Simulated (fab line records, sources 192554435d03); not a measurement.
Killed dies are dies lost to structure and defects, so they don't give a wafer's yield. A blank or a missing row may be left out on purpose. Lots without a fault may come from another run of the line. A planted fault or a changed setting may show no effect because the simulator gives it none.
Which tool did it? | flow n5_finfet | 8 lots, 20 wafers sampled, at 7 steps of a route of 1938

WHAT THE GAUGES READ, wafer by wafer
N5_BEOL_M4_RC_MEAS_101. Usual: DIBL_N 36.9 mV/V, standard deviation 2.1; DIBL_P 37.1 mV/V, standard deviation 2.5; IOFF_N 0.17 nA/um, standard deviation 0.039; IOFF_P 0.23 nA/um, standard deviation 0.043; ION_N 673 uA/um, standard deviation 15; ION_P 462 uA/um, standard deviation 9.1; SS_N 71.8 mV/dec, standard deviation 0.69; SS_P 73.6 mV/dec, standard deviation 0.74; VT_N 250 mV, standard deviation 3.6; VT_P -249.7 mV, standard deviation 2.9.
lot  | measured     | on        | DIBL_N (mV/V)  | DIBL_P (mV/V)  | IOFF_N (nA/um) | IOFF_P (nA/um) | ION_N (uA/um) | ION_P (uA/um) | SS_N (mV/dec)  | SS_P (mV/dec)  | VT_N (mV)   | VT_P (mV)            | flag
L418 | day 9 03:45  | prober-01 | 38.2 40.7      | 38.3 40.6      | 0.17 0.23      | 0.27 0.31      | 664 681       | 468 468       | 71.4 72.2      | 73.9 74.6      | 247 247     | -245.9 -244.4        |
L428 | day 11 19:59 | prober-02 | 39.5 37.3      | 38.7 38.4      | 0.20 0.16      | 0.21 0.21      | 673 678       | 460 463       | 72.6 71.5      | 74.1 73.8      | 250 250     | -253.2 -253.3        |
L433 | day 12 20:01 | prober-02 | 35.4 37.2      | 36.7 37.4      | 0.15 0.17      | 0.21 0.22      | 682 679       | 469 463       | 71.2 71.5      | 73.3 74.3      | 250 250     | -251.0 -249.4        |
L434 | day 13 11:34 | prober-01 | 35.2 33.2 35.0 | 35.2 32.6 34.3 | 0.16 0.13 0.17 | 0.24 0.19 0.21 | 658 666 649   | 459 464 453   | 71.6 71.5 72.1 | 73.2 72.3 72.9 | 249 252 250 | -246.8 -248.8 -248.8 |
L435 | day 13 14:06 | prober-02 | 37.3 33.3 37.4 | 35.9 32.1 37.0 | 0.17 0.11 0.19 | 0.21 0.15 0.23 | 681 664 700   | 462 455 474   | 72.1 70.4 71.9 | 73.4 72.4 73.5 | 248 254 245 | -250.6 -254.1 -250.7 |
L436 | day 13 14:38 | prober-01 | 34.0 39.7      | 35.0 42.6      | 0.15 0.27      | 0.20 0.35      | 686 712       | 473 485       | 71.6 73.2      | 73.2 75.6      | 247 242     | -249.2 -245.4        |

WHICH TOOL RAN EACH LOT (tool, then ch and the chambers of the sampled wafers, then the start)
lot  | N5_GATE_CUT_VAPOR_ETCH_60        | N5_GATE_CUT_STRIP_59              | N5_GATE_CUT_ETCH_36               | N5_GATE_CUT_ETCH_37               | N5_GATE_CUT_HM_OPEN_40            | N5_GATE_CUT_STRIP_42
L418 | rie_metal-01 ch 0,1, day 5 14:19 | rie_diel-02 ch 0,1, day 5 14:37   | rie_diel-02 ch 0,1, day 5 17:58   | rie_diel-02 ch 0,1, day 5 18:00   | rie_diel-02 ch 0,1, day 5 18:05   | rie_diel-02 ch 0,1, day 5 18:10
L428 | rie_metal-02 ch 0, day 8 03:26   | rie_diel-04 ch 1,3, day 8 03:40   | rie_diel-04 ch 1,2, day 8 07:07   | rie_diel-04 ch 1,2, day 8 07:08   | rie_diel-04 ch 1,2, day 8 07:13   | rie_diel-04 ch 1,2, day 8 07:18
L429 | rie_metal-02 ch 0,1, day 8 11:41 | rie_diel-02 ch 1,2, day 8 11:50   | rie_diel-02 ch 2,3, day 8 15:29   | rie_diel-02 ch 2,3, day 8 15:31   | rie_diel-02 ch 2,3, day 8 15:35   | rie_diel-02 ch 2,3, day 8 15:40
L430 | rie_metal-01 ch 0,1, day 8 16:06 | rie_diel-04 ch 1,2, day 8 16:16   | rie_diel-04 ch 0,1,3, day 8 20:52 | rie_diel-04 ch 0,1,3, day 8 20:53 | rie_diel-04 ch 0,1,3, day 8 20:59 | rie_diel-04 ch 0,1,3, day 8 21:04
L433 | rie_metal-02 ch 0,1, day 9 07:49 | rie_diel-02 ch 0,3, day 9 07:58   | rie_diel-04 ch 0,2, day 9 12:14   | rie_diel-04 ch 0,2, day 9 12:16   | rie_diel-04 ch 0,2, day 9 12:21   | rie_diel-04 ch 0,2, day 9 12:26
L434 | rie_metal-01 ch 0,1, day 9 15:57 | rie_diel-02 ch 0,1, day 9 16:06   | rie_diel-02 ch 2,3, day 9 19:33   | rie_diel-02 ch 2,3, day 9 19:35   | rie_diel-02 ch 2,3, day 9 19:40   | rie_diel-02 ch 2,3, day 9 19:44
L435 | rie_metal-02 ch 0,1, day 9 19:53 | rie_diel-01 ch 0,1,2, day 9 20:02 | rie_diel-04 ch 1,3, day 9 23:22   | rie_diel-04 ch 1,3, day 9 23:23   | rie_diel-04 ch 1,3, day 9 23:28   | rie_diel-04 ch 1,3, day 9 23:33
L436 | rie_metal-01 ch 1, day 10 02:20  | rie_diel-01 ch 1,3, day 10 02:38  | rie_diel-04 ch 2,3, day 10 06:05  | rie_diel-04 ch 2,3, day 10 06:07  | rie_diel-04 ch 2,3, day 10 06:11  | rie_diel-04 ch 2,3, day 10 06:16
- N5_GATE_CUT_VAPOR_ETCH_60: etches HfO2 in BCl3/Cl2.
- N5_GATE_CUT_STRIP_59: strips in N2/H2, time 20 s.
- N5_GATE_CUT_ETCH_36: etches SiARC in CF4, target depth 13 nm, time 21.7 s.
- N5_GATE_CUT_ETCH_37: etches SOC in N2/H2, target depth 60 nm, overetch 12 nm, time 90 s.
- N5_GATE_CUT_HM_OPEN_40: chemistry C4F6/O2, target SiO2, target depth 139 nm, time 85.1 s.
- N5_GATE_CUT_STRIP_42: strips in O2.

WHAT THE TOOLS THEMSELVES READ (means of the sampled wafers that have a number; where no wafer has one, the mark that the record gives instead)
N5_GATE_CUT_VAPOR_ETCH_60. Usual: drypump_motor_current_A 5.81 A, standard deviation 0.27; he_backside_leak_sccm 3.4 sccm, standard deviation 0.33; oes_product_au 0.82 a.u., standard deviation 0.062.
lot  | tool         | drypump_motor_current_A (A) | he_backside_leak_sccm (sccm) | oes_product_au (a.u.) | flag
L418 | rie_metal-01 | 5.61                        | 3.4                          | 0.78                  |
L428 | rie_metal-02 | 5.99                        | 3.2                          | 0.89                  |
L429 | rie_metal-02 | 5.96                        | 3.2                          | 0.86                  |
L430 | rie_metal-01 | 5.47                        | 3.5                          | 0.74                  |
L433 | rie_metal-02 | 5.91                        | 3.2                          | 0.83                  |
L434 | rie_metal-01 | 5.51                        | 3.5                          | 0.73                  |
L435 | rie_metal-02 | 5.99                        | 3.1                          | 0.84                  |
L436 | rie_metal-01 | 5.22                        | 3.5                          | 0.70                  |

N5_GATE_CUT_STRIP_59. Usual: drypump_motor_current_A 5.9 A, standard deviation 0.58; oes_product_au 0.80 a.u., standard deviation 0.083; rf_vpp_V 45.3 V, standard deviation 0.88; showerhead_plenum_p_Torr 3.38 Torr, standard deviation 0.097; throttle_valve_pct 12.14 %, standard deviation 0.22.
lot  | tool        | drypump_motor_current_A (A) | oes_product_au (a.u.) | rf_vpp_V (V) | showerhead_plenum_p_Torr (Torr) | throttle_valve_pct (%) | flag
L418 | rie_diel-02 | 5.5                         | 0.73                  | 45.8         | 3.45                            | 12.43                  |
L428 | rie_diel-04 | 5.8                         | 0.84                  | 44.1         | 3.36                            | 12.06                  |
L429 | rie_diel-02 | 5.9                         | 0.85                  | 45.2         | 3.50                            | 11.97                  |
L430 | rie_diel-04 | 5.5                         | 0.78                  | 45.1         | 3.32                            | 12.13                  |
L433 | rie_diel-02 | 5.8                         | 0.81                  | 45.5         | 3.42                            | 12.31                  |
L434 | rie_diel-02 | 5.4                         | 0.81                  | 44.8         | 3.41                            | 12.20                  |
L435 | rie_diel-01 | 6.1                         | 0.85                  | 45.4         | 3.33                            | 12.03                  |
L436 | rie_diel-01 | 6.3                         | 0.79                  | 46.3         | 3.37                            | 12.02                  |

N5_GATE_CUT_ETCH_36. Usual: bias_w 36.00 W, standard deviation 0.099; cf4_flow_sccm 99.98 sccm, standard deviation 0.28; drypump_motor_current_A 5.9 A, standard deviation 0.58; etch_rf_on_time_s 21.9 s, standard deviation 0.83; oes_product_au 0.68 a.u., standard deviation 0.069; rf_vpp_V 183.9 V, standard deviation 1.1; showerhead_plenum_p_Torr 2.13 Torr, standard deviation 0.062; throttle_valve_pct 15.52 %, standard deviation 0.19.
lot  | tool        | bias_w (W) | cf4_flow_sccm (sccm) | drypump_motor_current_A (A) | etch_rf_on_time_s (s) | oes_product_au (a.u.) | rf_vpp_V (V) | showerhead_plenum_p_Torr (Torr) | throttle_valve_pct (%) | flag
L418 | rie_diel-02 | 35.95      | 99.73                | 5.4                         | 21.9                  | 0.62                  | 185.1        | 2.17                            | 15.69                  |
L428 | rie_diel-04 | 36.07      | 99.87                | 5.4                         | 21.7                  | 0.70                  | 183.9        | 2.12                            | 15.48                  |
L429 | rie_diel-02 | -          | -                    | -                           | -                     | -                     | -            | -                               | -                      | OFF
L430 | rie_diel-04 | -          | -                    | -                           | -                     | -                     | -            | -                               | -                      | OFF
L433 | rie_diel-04 | 35.92      | 100.13               | 5.9                         | 22.9                  | 0.61                  | 184.3        | 2.13                            | 15.62                  |
L434 | rie_diel-02 | 36.15      | 99.97                | 6.1                         | 22.3                  | 0.64                  | 183.3        | 2.19                            | 15.83                  |
L435 | rie_diel-04 | 35.92      | 99.90                | 5.6                         | 20.8                  | 0.73                  | 183.5        | 2.14                            | 15.50                  |
L436 | rie_diel-04 | 35.96      | 100.00               | 6.2                         | 22.1                  | 0.64                  | 182.9        | 2.06                            | 15.50                  |

N5_GATE_CUT_ETCH_37. Usual: bias_w 150.0 W, standard deviation 0.49; chamber_pressure_mTorr 29.998 mTorr, standard deviation 0.029; drypump_motor_current_A 5.9 A, standard deviation 0.58; oes_product_au 0.72 a.u., standard deviation 0.063; rf_vpp_V 523.6 V, standard deviation 2.3; showerhead_plenum_p_Torr 2.54 Torr, standard deviation 0.086; throttle_valve_pct 17.77 %, standard deviation 0.24.
lot  | tool        | bias_w (W) | chamber_pressure_mTorr (mTorr) | drypump_motor_current_A (A) | oes_product_au (a.u.) | rf_vpp_V (V) | showerhead_plenum_p_Torr (Torr) | throttle_valve_pct (%) | flag
L418 | rie_diel-02 | 150.6      | 30.005                         | 5.5                         | 0.66                  | 525.6        | 2.59                            | 18.02                  |
L428 | rie_diel-04 | 149.6      | 29.990                         | 5.3                         | 0.72                  | 522.5        | 2.53                            | 17.81                  |
L429 | rie_diel-02 | 149.7      | 30.016                         | 6.1                         | 0.32                  | 526.2        | 2.63                            | 17.66                  | OFF
L430 | rie_diel-04 | 150.1      | 30.006                         | 6.0                         | 0.30                  | 524.6        | 2.57                            | 17.79                  | OFF
L433 | rie_diel-04 | 150.1      | 30.026                         | 5.9                         | 0.66                  | 523.8        | 2.54                            | 17.88                  |
L434 | rie_diel-02 | 150.5      | 30.004                         | 6.1                         | 0.68                  | 524.5        | 2.57                            | 17.93                  |
L435 | rie_diel-04 | 150.4      | 30.003                         | 5.6                         | 0.74                  | 524.3        | 2.55                            | 17.83                  |
L436 | rie_diel-04 | 149.8      | 29.992                         | 6.2                         | 0.68                  | 520.8        | 2.43                            | 17.62                  |

N5_GATE_CUT_HM_OPEN_40. Usual: bias_w 185.1 W, standard deviation 0.56; drypump_motor_current_A 5.9 A, standard deviation 0.59; etch_rf_on_time_s 94.4 s, standard deviation 2.6; oes_product_au 0.72 a.u., standard deviation 0.069; rf_vpp_V 667 V, standard deviation 21; showerhead_plenum_p_Torr 2.83 Torr, standard deviation 0.094; throttle_valve_pct 20.82 %, standard deviation 0.25.
lot  | tool        | bias_w (W) | drypump_motor_current_A (A) | etch_rf_on_time_s (s) | oes_product_au (a.u.) | rf_vpp_V (V) | showerhead_plenum_p_Torr (Torr) | throttle_valve_pct (%) | flag
L418 | rie_diel-02 | 184.7      | 5.5                         | 93.5                  | 0.66                  | 648          | 2.88                            | 21.00                  |
L428 | rie_diel-04 | 185.4      | 5.3                         | 95.7                  | 0.73                  | 663          | 2.82                            | 20.82                  |
L429 | rie_diel-02 | -          | 6.1                         | 212.8                 | 0.31                  | 660          | 2.95                            | 20.71                  | OFF
L430 | rie_diel-04 | -          | 5.9                         | 212.8                 | 0.30                  | 676          | 2.86                            | 20.68                  | OFF
L433 | rie_diel-04 | 185.1      | 5.9                         | 96.4                  | 0.65                  | 692          | 2.83                            | 20.88                  |
L434 | rie_diel-02 | 184.6      | 6.1                         | 96.2                  | 0.68                  | 670          | 2.88                            | 21.09                  |
L435 | rie_diel-04 | 184.6      | 5.6                         | 92.1                  | 0.76                  | 656          | 2.84                            | 20.84                  |
L436 | rie_diel-04 | 185.3      | 6.2                         | 96.3                  | 0.68                  | 671          | 2.72                            | 20.67                  |

N5_GATE_CUT_STRIP_42. Usual: drypump_motor_current_A 5.9 A, standard deviation 0.59; o2_flow_sccm 225.0 sccm, standard deviation 0.69; oes_product_au 0.80 a.u., standard deviation 0.075; rf_vpp_V 3.7 V, standard deviation 0.49; showerhead_plenum_p_Torr 2.10 Torr, standard deviation 0.065; throttle_valve_pct 16.62 %, standard deviation 0.2.
lot  | tool        | drypump_motor_current_A (A) | o2_flow_sccm (sccm) | oes_product_au (a.u.) | rf_vpp_V (V) | showerhead_plenum_p_Torr (Torr) | throttle_valve_pct (%) | flag
L418 | rie_diel-02 | 5.5                         | 224.6               | 0.73                  | 3.5          | 2.11                            | 16.68                  |
L428 | rie_diel-04 | 5.3                         | 225.8               | 0.81                  | 4.2          | 2.09                            | 16.68                  |
L429 | rie_diel-02 | 6.1                         | 224.5               | 0.84                  | 3.3          | 2.19                            | 16.65                  |
L430 | rie_diel-04 | 5.9                         | 224.5               | 0.80                  | 3.7          | 2.12                            | 16.65                  |
L433 | rie_diel-04 | 5.8                         | 224.7               | 0.73                  | 4.2          | 2.09                            | 16.66                  |
L434 | rie_diel-02 | 6.1                         | 225.0               | 0.76                  | 3.5          | 2.14                            | 16.91                  |
L435 | rie_diel-04 | 5.6                         | 225.2               | 0.83                  | 3.7          | 2.12                            | 16.69                  |
L436 | rie_diel-04 | 6.2                         | 224.8               | 0.76                  | 4.0          | 2.02                            | 16.59                  |

THE ANSWER, worked out from the rows above alone
Rule: a lot is off if the mean of its wafers that have a number lies more than 3 standard deviations from the usual mean. A lot without any number at a reading at which 4 lots or more have one is off too. The other lots that the step has rows for count as sound. The gauges are gone through in route order, then the tools' own readings, and for those a lot's mean is taken as printed above. The first step at which some lot is off is used, and at that step the reading that is off furthest; a lot without a number counts as furthest.
Off: L429, L430, at N5_GATE_CUT_ETCH_36 (bias_w). Without a number there: L429, L430.
A tool fits if, at that step or a process step before it, it ran every lot that is off, and no sound lot after the first of them. None of those tried fits.

WHAT THE SIMULATOR HAD PUT IN
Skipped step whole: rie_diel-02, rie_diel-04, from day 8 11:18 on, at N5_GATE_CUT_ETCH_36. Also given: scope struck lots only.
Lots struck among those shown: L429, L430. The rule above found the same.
